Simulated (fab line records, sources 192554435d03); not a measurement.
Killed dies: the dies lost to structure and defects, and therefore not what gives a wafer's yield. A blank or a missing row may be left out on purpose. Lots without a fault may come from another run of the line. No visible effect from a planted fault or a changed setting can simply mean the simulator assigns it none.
Matching of chambers ; flow n5_finfet ; N5_BEOL_M6_STRIP_36 on rie_diel-01: 4 sister chambers
The step strips in N2/H2. 18 wafers are shown with their chamber, then 9 later ones without.

== WAFERS PAIRED WITH THEIR CHAMBERS ==
wafer;chamber;showerhead_plenum_p_Torr (Torr);drypump_motor_current_A (A);throttle_valve_pct (%)
L074.4;1;2.62;5.9;23.7
L074.5;2;2.70;5.5;23.0
L074.6;1;2.62;5.9;23.6
L076.2;2;2.70;5.6;23.0
L076.3;1;2.62;5.9;23.6
L076.4;0;2.62;6.0;23.7
L077.3;2;2.70;5.6;23.0
L077.4;0;2.62;6.0;23.7
L077.5;3;2.48;5.7;23.0
L078.1;1;2.61;5.9;23.7
L078.2;3;2.48;5.7;23.0
L078.4;0;2.62;6.0;23.8
L081.2;0;2.62;6.0;23.8
L081.3;2;2.69;5.6;23.0
L081.6;2;2.69;5.5;23.0
L086.1;2;2.69;5.6;23.0
L086.2;3;2.47;5.7;23.1
L086.6;2;2.69;5.5;23.0

SIGNATURES, as means of the wafers listed above
reading;chamber 0;chamber 1;chamber 2;chamber 3;scatter within a chamber
showerhead_plenum_p_Torr;2.6200;2.6175;2.6943;2.4767;0.00473
drypump_motor_current_A;6.000;5.900;5.557;5.700;0.035
throttle_valve_pct;23.750;23.650;23.000;23.033;0.0436
Rule: distance of a wafer from a chamber = root of the sum over the readings of ((wafer's reading minus chamber's mean) / reading's scatter) squared. The wafer belongs to the nearest chamber; if the next one is less than 2 further off, it can't be placed. The scatter is the square root of a quotient: the sum, over the shown wafers, of each reading's squared deviation from its chamber's mean, divided by wafers minus chambers.

== WAFERS WITH NO CHAMBER GIVEN ==
wafer;showerhead_plenum_p_Torr (Torr);drypump_motor_current_A (A);throttle_valve_pct (%)
L090.1;2.68;5.6;23.1
L090.4;2.60;5.9;23.7
L090.5;2.47;5.7;23.1
L091.2;2.47;5.7;23.1
L091.3;2.60;5.9;23.7
L091.5;2.68;5.5;23.1
L096.1;2.60;6.0;23.5
L096.2;2.46;5.7;23.1
L096.4;2.60;6.0;23.6

== THE CHAMBER EACH PASSED THROUGH ==
wafer;from the rows above;in truth
L090.1;2;2
L090.4;can't be placed: 1 or 0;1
L090.5;3;3
L091.2;3;3
L091.3;can't be placed: 1 or 0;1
L091.5;2;2
L096.1;can't be placed: 1 or 0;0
L096.2;3;3
L096.4;can't be placed: 1 or 0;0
Correct placement for 5 of the 9. Can't be placed from these rows: 4 (the true chamber is among the candidates in 4). Wrongly placed: 0.
